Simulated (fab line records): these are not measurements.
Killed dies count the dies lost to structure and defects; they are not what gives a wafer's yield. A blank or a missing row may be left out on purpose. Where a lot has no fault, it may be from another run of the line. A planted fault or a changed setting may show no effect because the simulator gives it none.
Which tool did it? ; flow nand harc ; 39 wafers from 13 lots sampled at 5 of the route's 1302 steps

== WHAT EACH GAUGE READ, for each wafer ==
NHARC_A_BONDPAD_THK_MEAS_30: measures by ellipsometry. Usual: thk nm reads 199.8 nm (standard deviation 1.4).
lot;measured;on;thk nm (nm);flag
L801;day 23 15:50;film metro-02;198.3 200.8 199.8;
L802;day 25 04:05;film metro-01;201.2 200.1 197.5;
L805;day 25 08:10;film metro-01;198.5 200.9 198.4;
L803;day 26 05:04;film metro-01;199.6 201.7 200.2;
L804;day 26 07:43;film metro-02;201.7 198.5 198.0;
L807;day 26 08:38;film metro-01;198.5 201.3 198.7;
L806;day 26 10:28;film metro-01;200.8 200.2 199.9;
L809;day 27 09:56;film metro-02;200.0 198.1 200.7;
L810;day 28 07:32;film metro-01;200.2 200.0 197.7;
L811;day 28 09:16;film metro-01;200.5 199.0 202.3;
L817;day 30 17:49;film metro-02;201.4 199.5;
L818;day 31 07:39;film metro-02;199.2;
L822;day 32 13:09;film metro-02;200.7 198.8 202.1;

NHARC_END_SORT_01. Usual: killed at array 64, standard deviation 20; killed at other 0.7, standard deviation 1.1; killed at periphery 3.6, standard deviation 2.7; killed dies 68, standard deviation 20; killed open 2.8, standard deviation 1.9; killed short 2.3, standard deviation 1.5.
lot;measured;on;killed at array;killed at other;killed at periphery;killed dies;killed open;killed short;flag
L817;day 32 04:25;prober-02;581 58 56;0 1 0;2 13 8;583 72 64;0 4 7;0 5 0;OFF
L818;day 32 18:08;prober-01;602 588 53;0 1 0;4 9 6;606 598 59;3 6 1;5 3 3;OFF

== TOOL THAT RAN EACH LOT (tool first, then ch and the chambers of the sampled wafers, then the start) ==
lot;NHARC_A_CONTACT_DEP_29;NHARC_A_BONDPAD_STRIP_15;NHARC_A_BONDPAD_CMP_19
L801;pecvd-01 ch 1,2, day 22 01:49;rie diel-02 ch 1,2, day 23 16:53;cmp-02 ch 0,1,2, day 23 18:35
L802;pecvd-02 ch 0,1,2, day 23 07:01;rie diel-06 ch 1,2,3, day 25 05:18;cmp-03 ch 1,2, day 25 06:56
L805;pecvd-01 ch 1,2, day 23 10:13;rie diel-02 ch 1,2,3, day 25 09:13;cmp-03 ch 1,2, day 25 10:50
L803;pecvd-02 ch 1,2, day 24 02:43;rie diel-12 ch 1,2, day 26 06:14;cmp-03 ch 1,2,3, day 26 07:54
L804;pecvd-01 ch 0,1, day 24 06:53;rie diel-12 ch 2,3, day 26 08:46;cmp-02 ch 1,2,3, day 26 10:28
L807;pecvd-03 ch 0,1, day 24 09:25;rie diel-12 ch 0,2, day 26 09:53;cmp-02 ch 1,2,3, day 26 11:38
L806;pecvd-01 ch 1,2, day 24 15:19;rie diel-06 ch 1,2,3, day 26 11:45;cmp-04 ch 0,3, day 26 13:23
L809;pecvd-01 ch 1,2, day 25 19:02;rie diel-12 ch 0,1,3, day 27 11:07;cmp-03 ch 0,2,3, day 27 12:46
L810;pecvd-02 ch 0,2, day 26 07:37;rie diel-06 ch 0,1,2, day 28 08:36;cmp-04 ch 0,2, day 28 10:14
L811;pecvd-01 ch 0,1,2, day 26 18:52;rie diel-06 ch 0,2,3, day 28 10:18;cmp-03 ch 0,1,2, day 28 11:58
L817;pecvd-02 ch 0,1,2, day 29 00:20;rie diel-12 ch 0,3, day 30 18:56;cmp-04 ch 2,3, day 30 20:37
L818;pecvd-02 ch 0,2, day 29 16:58;rie diel-06 ch 3, day 31 08:46;cmp-04 ch 0, day 31 10:32
L822;pecvd-01 ch 0,2, day 30 23:27;rie diel-12 ch 0,2,3, day 32 14:12;cmp-03 ch 0,2,3, day 32 15:49
- NHARC_A_CONTACT_DEP_29: deposits SiON, target thk 100 nm.
- NHARC_A_BONDPAD_STRIP_15: strips in O2.
- NHARC_A_BONDPAD_CMP_19: polishes, t overpolish 30 s, cu recess touch 16 s, target thk 169.82 nm.

== AS READ BY THE TOOLS THEMSELVES (means over the sampled wafers that have a number; for cases with no such wafer, the mark the record gives instead) ==
NHARC_A_CONTACT_DEP_29. Usual: heater power w reads 729 W (standard deviation 120).
lot;tool;heater power w (W);flag
L801;pecvd-01;873;
L802;pecvd-02;737;
L805;pecvd-01;799;
L803;pecvd-02;833;
L804;pecvd-01;704;
L807;pecvd-03;655;
L806;pecvd-01;809;
L809;pecvd-01;831;
L810;pecvd-02;765;
L811;pecvd-01;748;
L817;pecvd-02;722;
L818;pecvd-02;674;
L822;pecvd-01;700;

NHARC_A_BONDPAD_STRIP_15. Usual: drypump motor current A 5.7 A, standard deviation 0.41; o2 flow sccm 499.9 sccm, standard deviation 1.6; oes product au 0.997 a.u., standard deviation 0.012; rf vpp V 57.8 V, standard deviation 0.87; showerhead plenum p Torr 3.54 Torr, standard deviation 0.18; throttle valve pct 17.036 %, standard deviation 0.0086.
lot;tool;drypump motor current A (A);o2 flow sccm (sccm);oes product au (a.u.);rf vpp V (V);showerhead plenum p Torr (Torr);throttle valve pct (%);flag
L801;rie diel-02;6.0;501.3;1.010;57.5;3.43;17.035;
L802;rie diel-06;5.4;500.0;1.000;58.0;3.43;17.029;
L805;rie diel-02;6.2;499.5;1.006;58.4;3.55;17.042;
L803;rie diel-12;5.3;499.9;0.993;57.1;3.46;17.039;
L804;rie diel-12;5.5;497.7;1.003;57.7;3.64;17.032;
L807;rie diel-12;5.9;499.7;0.990;57.7;3.40;17.046;
L806;rie diel-06;5.3;499.3;1.002;57.3;3.43;17.035;
L809;rie diel-12;5.8;499.7;0.988;58.1;3.65;17.046;
L810;rie diel-06;5.6;500.3;0.997;57.7;3.55;17.039;
L811;rie diel-06;5.6;498.2;0.997;57.6;3.56;17.037;
L817;rie diel-12;6.0;500.2;0.988;58.7;3.60;17.029;
L818;rie diel-06;5.1;499.7;1.008;57.0;3.40;17.042;
L822;rie diel-12;5.7;498.8;0.984;58.1;3.51;17.028;

NHARC_A_BONDPAD_CMP_19. Usual: motor current A 12.5 A, standard deviation 1.4; overpolish run s 29.999 s, standard deviation 0.0092.
lot;tool;motor current A (A);overpolish run s (s);flag
L801;cmp-02;12.3;29.993;
L802;cmp-03;11.8;29.994;
L805;cmp-03;11.8;29.995;
L803;cmp-03;12.4;30.009;
L804;cmp-02;11.9;30.002;
L807;cmp-02;12.6;29.996;
L806;cmp-04;11.1;30.001;
L809;cmp-03;12.1;29.997;
L810;cmp-04;12.7;30.004;
L811;cmp-03;12.6;30.003;
L817;cmp-04;11.9;29.995;
L818;cmp-04;10.9;30.013;
L822;cmp-03;12.1;30.004;

== THE ANSWER, worked out from the rows above alone ==
Rule: a lot counts as off when the mean over its wafers that have a number is more than 3 standard deviations away from the usual mean. Also off: a lot with no number at a reading for which 4 or more lots have one. The other lots that the step has rows for count as sound. Order of review: gauges by route order, followed by the tools' own readings, for which a lot's mean as printed above is used. The first step at which some lot is off is used, and at that step the reading that is off furthest; a lot without a number counts as furthest.
Off: L817, L818, at NHARC_END_SORT_01 (killed dies). Neither off nor sound, because the step has no rows for them: L801, L802, L805, L803, L804, L807, L806, L809, L810, L811, L822.
A tool fits if, at a process step before that reading, it ran every lot that is off, and no sound lot after the first of them. Those tools and the gauges at NHARC_END_SORT_01 are tried in the same way. Undecided on this evidence; 2 tools fit (pecvd-02 at NHARC_A_CONTACT_DEP_29, cmp-04 at NHARC_A_BONDPAD_CMP_19).

== WHAT THE SIMULATOR PUT IN ==
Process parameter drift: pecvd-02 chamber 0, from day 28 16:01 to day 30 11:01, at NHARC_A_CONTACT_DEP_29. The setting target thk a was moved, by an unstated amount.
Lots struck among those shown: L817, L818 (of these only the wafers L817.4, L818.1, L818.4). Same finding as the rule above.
